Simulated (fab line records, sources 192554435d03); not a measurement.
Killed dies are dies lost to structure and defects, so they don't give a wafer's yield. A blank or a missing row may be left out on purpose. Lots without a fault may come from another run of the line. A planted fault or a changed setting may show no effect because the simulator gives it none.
Which tool did it? | flow n5_finfet | 19 lots, 57 wafers sampled, at 3 steps of a route of 1938

WHAT THE GAUGES READ, wafer by wafer
N5_BEOL_M0_SAQP_CD_MEAS_14: target cd 42.5 nm.
lot  | measured     | on        | cd_nm (nm)
L074 | day 5 08:42  | cd_sem-01 | 42.8 42.4 42.8
L075 | day 5 20:22  | cd_sem-02 | 42.5 42.1 42.6
L076 | day 5 23:16  | cd_sem-01 | 42.5 42.6 42.4
L077 | day 6 03:38  | cd_sem-03 | 42.6 42.1 42.5
L078 | day 6 13:01  | cd_sem-02 | 42.7 42.9 42.3
L080 | day 6 23:16  | cd_sem-03 | 42.4 43.0 42.5
L081 | day 7 03:58  | cd_sem-01 | 42.7 43.0 42.5
L082 | day 7 11:17  | cd_sem-03 | 42.6 42.6 42.8
L083 | day 7 18:11  | cd_sem-03 | 42.4 42.2 41.9
L084 | day 7 23:04  | cd_sem-02 | 43.0 43.0 43.1
L085 | day 8 09:36  | cd_sem-03 | 41.8 42.5 42.0
L086 | day 8 13:43  | cd_sem-03 | 42.6 42.5 42.1
L088 | day 8 21:27  | cd_sem-03 | 42.5 42.7 42.2
L090 | day 9 10:55  | cd_sem-03 | 42.4 42.7 42.6
L091 | day 9 14:12  | cd_sem-03 | 42.3 41.8 42.1
L093 | day 10 02:20 | cd_sem-01 | 42.2 42.4 42.9
L094 | day 10 16:44 | cd_sem-03 | 43.2 43.3 42.8
L095 | day 10 20:18 | cd_sem-03 | 42.7 43.4 43.4
L096 | day 11 05:32 | cd_sem-02 | 42.9 43.0 43.0

WHICH TOOL RAN EACH LOT (tool, then ch and the chambers of the sampled wafers, then the start)
lot  | N5_MOL_CONTACT_COAG_ETCHBACK_134   | N5_BEOL_M0_SAQP_PECVD_00
L074 | rie_diel-03 ch 0,2, day 5 02:06    | pecvd-02 ch 0,1, day 5 06:55
L075 | rie_diel-03 ch 1,3, day 5 14:16    | pecvd-02 ch 1,2, day 5 19:05
L076 | rie_diel-03 ch 0,1, day 5 17:31    | pecvd-03 ch 0,1,2, day 5 22:10
L077 | rie_diel-03 ch 0,1,2, day 5 21:04  | pecvd-03 ch 0,2, day 6 01:43
L078 | rie_diel-05 ch 0,2,3, day 6 06:55  | pecvd-01 ch 0,2, day 6 11:34
L080 | rie_diel-01 ch 0,1, day 6 17:14    | pecvd-01 ch 0,2, day 6 21:53
L081 | rie_diel-05 ch 0,2,3, day 6 20:25  | pecvd-03 ch 0,1, day 7 01:22
L082 | rie_diel-01 ch 0,1,3, day 7 05:29  | pecvd-03 ch 1,2, day 7 10:07
L083 | rie_diel-03 ch 1,3, day 7 12:26    | pecvd-02 ch 1,2, day 7 17:05
L084 | rie_diel-01 ch 1,2, day 7 16:28    | pecvd-01 ch 2, day 7 21:07
L085 | rie_diel-05 ch 2,3, day 8 02:58    | pecvd-03 ch 0,1,2, day 8 07:38
L086 | rie_diel-03 ch 1,3, day 8 06:37    | pecvd-01 ch 1,2, day 8 11:18
L088 | rie_diel-05 ch 1,3, day 8 15:40    | pecvd-01 ch 0,1,2, day 8 20:18
L090 | rie_diel-01 ch 0,1,3, day 9 04:52  | pecvd-01 ch 0,1, day 9 09:30
L091 | rie_diel-03 ch 0,1,3, day 9 07:52  | pecvd-01 ch 0,1, day 9 12:31
L093 | rie_diel-01 ch 1,3, day 9 19:37    | pecvd-02 ch 0,2, day 10 01:12
L094 | rie_diel-01 ch 2,3, day 10 09:44   | pecvd-03 ch 0,2, day 10 14:22
L095 | rie_diel-03 ch 0,1,2, day 10 09:53 | pecvd-03 ch 1,2, day 10 17:22
L096 | rie_diel-01 ch 0,2,3, day 10 23:22 | pecvd-02 ch 0,2, day 11 04:01
- N5_MOL_CONTACT_COAG_ETCHBACK_134: etches SiO2 in CHF3, target depth 10 nm, time 6.7 s.
- N5_BEOL_M0_SAQP_PECVD_00: deposits SiCN from 3MS/NH3, target thk 8 nm, time 14 s.

WHAT THE TOOLS THEMSELVES READ (means of the sampled wafers that have a number; where no wafer has one, the mark that the record gives instead)
N5_MOL_CONTACT_COAG_ETCHBACK_134.
lot  | tool        | drypump_motor_current_A (A) | oes_ar_750_au (a.u.) | oes_product_au (a.u.) | rf_fwd_power_W (W) | rf_vpp_V (V) | showerhead_plenum_p_Torr (Torr) | throttle_valve_pct (%)
L074 | rie_diel-03 | 5.6                         | 0.70                 | 0.70                  | 602.3              | 531          | 2.26                            | 18.85
L075 | rie_diel-03 | 5.7                         | 0.86                 | 0.86                  | 601.5              | 542          | 2.47                            | 18.62
L076 | rie_diel-03 | 5.6                         | 0.77                 | 0.77                  | 599.5              | 533          | 2.34                            | 18.65
L077 | rie_diel-03 | 5.6                         | 0.77                 | 0.77                  | 602.1              | 534          | 2.35                            | 18.76
L078 | rie_diel-05 | 5.5                         | 0.80                 | 0.79                  | 603.9              | 527          | 2.39                            | 18.80
L080 | rie_diel-01 | 5.7                         | 0.91                 | 0.93                  | 604.3              | 526          | 2.34                            | 18.60
L081 | rie_diel-05 | 5.6                         | 0.79                 | 0.79                  | 605.5              | 527          | 2.38                            | 18.82
L082 | rie_diel-01 | 6.0                         | 0.91                 | 0.92                  | 604.0              | 530          | 2.41                            | 18.73
L083 | rie_diel-03 | 6.1                         | 0.78                 | 0.79                  | 602.8              | 542          | 2.41                            | 18.57
L084 | rie_diel-01 | 5.6                         | 0.91                 | 0.92                  | 601.7              | 527          | 2.33                            | 18.47
L085 | rie_diel-05 | 5.6                         | 0.75                 | 0.75                  | 604.9              | 534          | 2.47                            | 18.84
L086 | rie_diel-03 | 6.1                         | 0.77                 | 0.77                  | 601.9              | 542          | 2.41                            | 18.59
L088 | rie_diel-05 | 5.5                         | 0.77                 | 0.77                  | 602.2              | 528          | 2.42                            | 18.88
L090 | rie_diel-01 | 6.0                         | 0.88                 | 0.88                  | 604.1              | 529          | 2.40                            | 18.76
L091 | rie_diel-03 | 5.8                         | 0.84                 | 0.84                  | 600.9              | 540          | 2.47                            | 18.52
L093 | rie_diel-01 | 6.1                         | 0.87                 | 0.88                  | 604.0              | 526          | 2.39                            | 18.71
L094 | rie_diel-01 | 6.0                         | 0.88                 | 0.89                  | 602.4              | 540          | 2.47                            | 18.81
L095 | rie_diel-03 | 5.6                         | 0.81                 | 0.83                  | 600.5              | 535          | 2.43                            | 18.70
L096 | rie_diel-01 | 5.8                         | 0.87                 | 0.87                  | 601.2              | 536          | 2.40                            | 18.71

N5_BEOL_M0_SAQP_PECVD_00.
lot  | tool     | rf_fwd_power_W (W) | showerhead_plenum_p_Torr (Torr) | throttle_valve_pct (%)
L074 | pecvd-02 | 198.6              | 3.668                           | 9.6
L075 | pecvd-02 | 197.5              | 3.645                           | 9.3
L076 | pecvd-03 | 199.4              | 3.671                           | 9.5
L077 | pecvd-03 | 199.4              | 3.669                           | 8.9
L078 | pecvd-01 | 198.6              | 3.678                           | 9.0
L080 | pecvd-01 | 198.9              | 3.681                           | 9.3
L081 | pecvd-03 | 198.5              | 3.661                           | 10.1
L082 | pecvd-03 | 198.8              | 3.666                           | 9.3
L083 | pecvd-02 | 198.4              | 3.647                           | 9.1
L084 | pecvd-01 | 199.7              | 3.681                           | 9.7
L085 | pecvd-03 | 199.3              | 3.673                           | 9.5
L086 | pecvd-01 | 198.6              | 3.675                           | 9.3
L088 | pecvd-01 | 198.9              | 3.669                           | 9.0
L090 | pecvd-01 | 197.9              | 3.667                           | 8.4
L091 | pecvd-01 | 197.7              | 3.669                           | 8.3
L093 | pecvd-02 | 198.8              | 3.650                           | 9.2
L094 | pecvd-03 | 199.8              | 3.672                           | 9.0
L095 | pecvd-03 | 199.1              | 3.663                           | 9.0
L096 | pecvd-02 | 198.5              | 3.652                           | 9.1

THE ANSWER, worked out from the rows above alone
Rule: what is usual is taken from the lots themselves. Put in order of their means at a reading, lots are off if they are a third of the lots or fewer, leave a main group of 4 or more, and stand apart from it by a gap of 3 or more times the standard deviation of the main group's means; of several such gaps the widest counts. A main group whose means are all the same, to the digits that the tables above print for the reading, isn't used. A lot without any number at a reading at which 4 lots or more have one is off too. The other lots that the step has rows for count as sound. The gauges are gone through in route order, then the tools' own readings, and for those a lot's mean is taken as printed above. The first step at which some lot is off is used, and at that step the reading that is off furthest; a lot without a number counts as furthest.
No lot is off at any reading shown: from this, nothing can be told.

WHAT THE SIMULATOR HAD PUT IN
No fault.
